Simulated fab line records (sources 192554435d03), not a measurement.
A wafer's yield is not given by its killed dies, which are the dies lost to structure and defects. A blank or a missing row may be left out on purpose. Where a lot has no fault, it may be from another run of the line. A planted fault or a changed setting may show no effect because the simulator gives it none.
Split-lot study + flow n5Finfet + 21 wafers read from 7 lots, route of 1938 steps

== THE SPLIT ==
At N5_ZERO_LAYER_PECVD_02 (deposits SiO2 from SiH4/N2O, target thk 10 nm, time 6 s), the setting timeS was moved away from the recipe's 6 s on 7 of the 21 wafers read, by -13.5% to +14.4%. For the rest of the wafers, this setting stayed at what the recipe calls for.

Reading taken at the split's own step.

== THE READING ==
SiO2_of_ZERO_LAYER_PECVD_02.thkNm (the simulator's own value, which no gauge read), in nm, at N5_ZERO_LAYER_PECVD_02 (deposits SiO2 from SiH4/N2O, target thk 10 nm, time 6 s). There is no usual value for it anywhere in the file. Here, 14 wafers ran the recipe; their average is 9.869 nm with a standard deviation of 0.19 nm.

| wafer  | tool, chamber at the split | timeS as run, s | against the recipe | SiO2_of_ZERO_LAYER_PECVD_02.thkNm, nm | against lot-mates on the recipe |
|--------|----------------------------|-----------------|--------------------|---------------------------------------|---------------------------------|
| L079.3 | pecvd-02, 0                | 6               | recipe             | 9.774                                 | -                               |
| L079.4 | pecvd-02, 1                | 6               | recipe             | 9.786                                 | -                               |
| L079.6 | pecvd-02, 2                | 6               | recipe             | 9.912                                 | -                               |
| L081.1 | pecvd-03, 2                | 5.187           | -13.5%             | 8.544                                 | no lot-mate on the recipe       |
| L081.2 | pecvd-03, 0                | 5.187           | -13.5%             | 8.719                                 | no lot-mate on the recipe       |
| L081.4 | pecvd-03, 0                | 5.187           | -13.5%             | 8.843                                 | no lot-mate on the recipe       |
| L088.1 | pecvd-03, 2                | 6               | recipe             | 10.1                                  | -                               |
| L088.3 | pecvd-03, 1                | 6.306           | +5.1%              | 10.36                                 | +0.345                          |
| L088.4 | pecvd-03, 1                | 6               | recipe             | 9.93                                  | -                               |
| L091.2 | pecvd-01, 1                | 6.865           | +14.4%             | 11.44                                 | +1.675                          |
| L091.3 | pecvd-01, 2                | 6               | recipe             | 9.728                                 | -                               |
| L091.5 | pecvd-01, 2                | 6               | recipe             | 9.803                                 | -                               |
| L094.3 | pecvd-01, 0                | 6               | recipe             | 9.938                                 | -                               |
| L094.4 | pecvd-01, 0                | 6               | recipe             | 10                                    | -                               |
| L094.6 | pecvd-01, 1                | 6               | recipe             | 10.32                                 | -                               |
| L095.2 | pecvd-01, 0                | 6               | recipe             | 9.755                                 | -                               |
| L095.3 | pecvd-01, 1                | 6.81            | +13.5%             | 11.26                                 | +1.505                          |
| L095.6 | pecvd-01, 1                | 6.81            | +13.5%             | 11.43                                 | +1.675                          |
| L096.3 | pecvd-02, 2                | 6               | recipe             | 9.624                                 | -                               |
| L096.4 | pecvd-02, 2                | 6               | recipe             | 9.932                                 | -                               |
| L096.6 | pecvd-02, 1                | 6               | recipe             | 9.56                                  | -                               |

THE FIT
A straight line over all 21 wafers: SiO2_of_ZERO_LAYER_PECVD_02.thkNm changes by +0.0976 nm for each +1% of timeS; r = +0.97; the points scatter about the line by 0.19 nm.
The same after taking each lot's own level away (the mean of its wafers on the recipe; 18 wafers): +0.116 nm for each +1%; r = +0.98; scatter 0.13 nm.
According to that fit, moving timeS by its largest amount changes the reading by 1.7 nm.
Across the lots, their own levels run from 9.7053 to 10.0860 nm, a range of 2.0 times the standard deviation given above.
So the slope is not independent of the lot-to-lot level: the two fits are not the same.
Check: +1.65 nm against its lot-mates is what the line predicts for one of the wafers moved furthest among these (+14.4%) when that wafer is left out of the fit. Against them it came out at +1.67 nm.

== THE FILE'S OWN FIT ==
SiO2_of_ZERO_LAYER_PECVD_02.thkNm changes by +0.114 nm for each +1% of timeS, r = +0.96.
